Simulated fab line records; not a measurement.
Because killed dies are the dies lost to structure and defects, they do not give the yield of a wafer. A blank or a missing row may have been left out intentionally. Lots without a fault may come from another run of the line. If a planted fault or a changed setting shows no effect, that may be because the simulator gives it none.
Matching of chambers / flow nand_harc / NHARC_HYBRID_BOND_ACTIVATE_00 on rie_diel-07: 4 sister chambers
The step chemistry N2, time 60 s. 8 wafers are shown with their chamber, then 12 later ones without.

== EACH WAFER AND ITS CHAMBER ==
wafer=L086.4; chamber=3; drypump_motor_current_A (A)=6.2; oes_product_au (a.u.)=0.979
wafer=L088.3; chamber=0; drypump_motor_current_A (A)=6.1; oes_product_au (a.u.)=0.992
wafer=L088.4; chamber=1; drypump_motor_current_A (A)=6.4; oes_product_au (a.u.)=0.996
wafer=L089.2; chamber=0; drypump_motor_current_A (A)=6.1; oes_product_au (a.u.)=0.990
wafer=L089.6; chamber=2; drypump_motor_current_A (A)=5.7; oes_product_au (a.u.)=0.982
wafer=L090.3; chamber=1; drypump_motor_current_A (A)=6.4; oes_product_au (a.u.)=0.998
wafer=L090.4; chamber=3; drypump_motor_current_A (A)=6.1; oes_product_au (a.u.)=0.968
wafer=L090.5; chamber=2; drypump_motor_current_A (A)=5.7; oes_product_au (a.u.)=0.993

== WAFERS WHOSE CHAMBER IS MISSING ==
wafer=L091.1; drypump_motor_current_A (A)=5.7; oes_product_au (a.u.)=0.994
wafer=L091.2; drypump_motor_current_A (A)=6.1; oes_product_au (a.u.)=0.982
wafer=L091.6; drypump_motor_current_A (A)=6.4; oes_product_au (a.u.)=1.022
wafer=L092.1; drypump_motor_current_A (A)=6.1; oes_product_au (a.u.)=0.997
wafer=L092.2; drypump_motor_current_A (A)=6.4; oes_product_au (a.u.)=1.016
wafer=L092.6; drypump_motor_current_A (A)=6.4; oes_product_au (a.u.)=1.008
wafer=L096.1; drypump_motor_current_A (A)=6.1; oes_product_au (a.u.)=0.992
wafer=L096.2; drypump_motor_current_A (A)=6.4; oes_product_au (a.u.)=1.008
wafer=L096.4; drypump_motor_current_A (A)=5.7; oes_product_au (a.u.)=0.992
wafer=L094.1; drypump_motor_current_A (A)=6.4; oes_product_au (a.u.)=1.007
wafer=L094.4; drypump_motor_current_A (A)=6.1; oes_product_au (a.u.)=1.001
wafer=L094.6; drypump_motor_current_A (A)=6.1; oes_product_au (a.u.)=0.994

== WHICH CHAMBER EACH ONE RAN IN ==
wafer=L091.1; from the rows above=2; in truth=2
wafer=L091.2; from the rows above=can't be placed: 0 or 3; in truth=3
wafer=L091.6; from the rows above=1; in truth=1
wafer=L092.1; from the rows above=0; in truth=0
wafer=L092.2; from the rows above=1; in truth=1
wafer=L092.6; from the rows above=1; in truth=1
wafer=L096.1; from the rows above=0; in truth=0
wafer=L096.2; from the rows above=1; in truth=1
wafer=L096.4; from the rows above=2; in truth=2
wafer=L094.1; from the rows above=1; in truth=1
wafer=L094.4; from the rows above=0; in truth=0
wafer=L094.6; from the rows above=0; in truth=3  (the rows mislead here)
Placed correctly: 10 of 12. Unplaceable from these rows: 1, with the true chamber sitting among the candidates in 1. Number placed wrongly: 1.
How it was worked out, from the rows above alone: a wafer's distance from a chamber is the root of the sum, over the readings, of the square of ((its reading less the chamber's mean) divided by the reading's scatter). The wafer belongs to the nearest chamber; if the next one is less than 2 further off, it can't be placed. A chamber's mean is the mean of its shown wafers. The scatter is the square root of a quotient: the sum, over the shown wafers, of each reading's squared deviation from its chamber's mean, divided by wafers minus chambers.
